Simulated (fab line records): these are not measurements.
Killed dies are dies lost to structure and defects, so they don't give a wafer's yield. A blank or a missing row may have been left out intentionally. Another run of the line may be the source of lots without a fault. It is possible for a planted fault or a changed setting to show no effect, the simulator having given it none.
A lot that was struck, set against a sound lot || flow nand harc || 14 steps out of a route of 1302
Sound: these wafers, L743.1, L743.3, L743.5. Struck: wafer L737.4 (left out: L737.5, a lot-mate that was not struck); the cause follows at the end.
Per side, at each step with rows, come the tool, then ch with its chambers, and then its first start. Under that, the readings that differ: sound wafers || struck wafers || difference of the means || sigmas: that difference in standard deviations of wafers without a fault.
alike: readings whose means differ by less than 2 such deviations, and words and numbers that are the same on both sides. not compared: withheld readings, readings that some wafer has no value for, bounds like >300 that may hide the same value, and numbers for which the record gives no deviation and whose values overlap.
Wherever a step has rows on one side only, a row that says differs or no value, or a row with sigmas, the two part there. Non-overlapping numbers with no deviation appear without sigmas and do not part them. Lack of a reading on every wafer of one side parts them only where that side has two or more wafers.

first, 1 step without rows for these wafers: NHARC_A_ONON_D1_DEP_09 (target thk 1000 nm).
NHARC_A_ONON_D1_THK_MEAS_11: measures by ellipsometry.
  sound: film metro-02 at day 15 19:41; struck: film metro-02 at day 13 05:19
  alike: thk nm
next comes 1 step that has no rows for these wafers: NHARC_A_ONON_D1_DEP_12 (target thickness 1000 nm).
NHARC_A_ONON_D1_THK_MEAS_14: measures by ellipsometry.
  sound: film metro-01 at day 15 20:15; struck: film metro-02 at day 13 05:53
  alike: thk nm
then, 2 steps without rows for these wafers: NHARC_A_ONON_D1_ANNEAL_15 (time 3600 s); NHARC_A_ONON_D1_DEP_16 (target thk 1000 nm).
NHARC_A_ONON_D1_THK_MEAS_18: measures by ellipsometry.
  sound: film metro-02 at day 16 04:05; struck: film metro-01 at day 13 15:07
  alike: thk nm
next comes 1 step that has no rows for these wafers: NHARC_A_ONON_D1_DEP_19 (target thickness 1000 nm).
NHARC_A_ONON_D1_THK_MEAS_21: measures by ellipsometry.
  sound: film metro-02 at day 16 04:38; struck: film metro-02 at day 13 15:41
  alike: thk nm
next comes 1 step that has no rows for these wafers: NHARC_A_ONON_D1_DEP_22 (target thickness 1000 nm).
NHARC_A_ONON_D1_THK_MEAS_24: measures by ellipsometry.
  sound: film metro-02 at day 16 05:13; struck: film metro-02 at day 13 16:15
  alike: thk nm
NHARC_A_ONON_D1_DEP_25: target thk 1000 nm.
  sound on pecvd onon-02 ch 0, day 16 05:16; struck on pecvd onon-04 ch 0, day 13 16:29
  alike: susceptor temp C
NHARC_A_ONON_D1_THK_MEAS_27: measures by ellipsometry.
  sound: film metro-02 at day 16 05:46; struck: film metro-01 at day 13 16:49
{"reading": "thk nm (nm)", "sound": "1011 1009 1010", "struck": 676, "difference": -334, "sigmas": -38}
next comes 1 step that has no rows for these wafers: NHARC_A_ONON_D1_DEP_28 (target thickness 1000 nm).

== WHERE THEY PART ==
Only at NHARC_A_ONON_D1_THK_MEAS_27, within this record.

WHY: what had been put in by the simulator
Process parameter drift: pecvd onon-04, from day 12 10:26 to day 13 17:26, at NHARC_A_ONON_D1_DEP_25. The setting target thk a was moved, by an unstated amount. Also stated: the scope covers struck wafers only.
